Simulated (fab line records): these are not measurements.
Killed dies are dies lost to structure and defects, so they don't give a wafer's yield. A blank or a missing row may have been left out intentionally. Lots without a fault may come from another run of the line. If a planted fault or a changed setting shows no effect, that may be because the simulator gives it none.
Matching of chambers | flow n5-finfet | N5_BEOL_M0_SAQP_MANDREL_ETCH_20 on rie-si-03 has 4 sister chambers
The step etches a-Si in HBr/Cl2, stops on SiNx, target depth 60 nm, bt time 10 s, time 30 s. 4 wafers are shown with their chamber, then 8 later ones without.

## WAFERS WITH THEIR CHAMBER
wafer  | chamber | throttle-valve-pct (%)
L081.6 | 3       | 35.6
L085.2 | 0       | 35.2
L085.6 | 1       | 35.0
L088.1 | 2       | 35.8

## WAFERS WITH NO CHAMBER GIVEN
wafer  | throttle-valve-pct (%)
L088.2 | 35.2
L088.5 | 35.2
L091.3 | 35.8
L091.4 | 35.2
L091.5 | 34.9
L095.2 | 35.0
L095.5 | 35.8
L095.6 | 35.5

## WHICH CHAMBER EACH ONE RAN IN
wafer  | from the rows above | in truth
L088.2 | 0                   | 0
L088.5 | 0                   | 0
L091.3 | 2                   | 2
L091.4 | 0                   | 0
L091.5 | 1                   | 1
L095.2 | 1                   | 1
L095.5 | 2                   | 2
L095.6 | 3                   | 3
Correctly placed: 8 of 8. Number that these rows cannot place: 0. Number placed wrongly: 0.
How it was worked out, from the rows above alone: a wafer's distance from a chamber is the root of the sum, over the readings, of the square of ((its reading less the chamber's mean) divided by the reading's scatter). If the next closest chamber is less than 2 further off than the closest, the wafer can't be placed; otherwise it belongs to the closest. For every chamber, the mean is computed from those of its wafers that are shown. The scatter: root of mean squared gap, hidden wafer to nearest shown wafer, with one shown wafer a chamber.
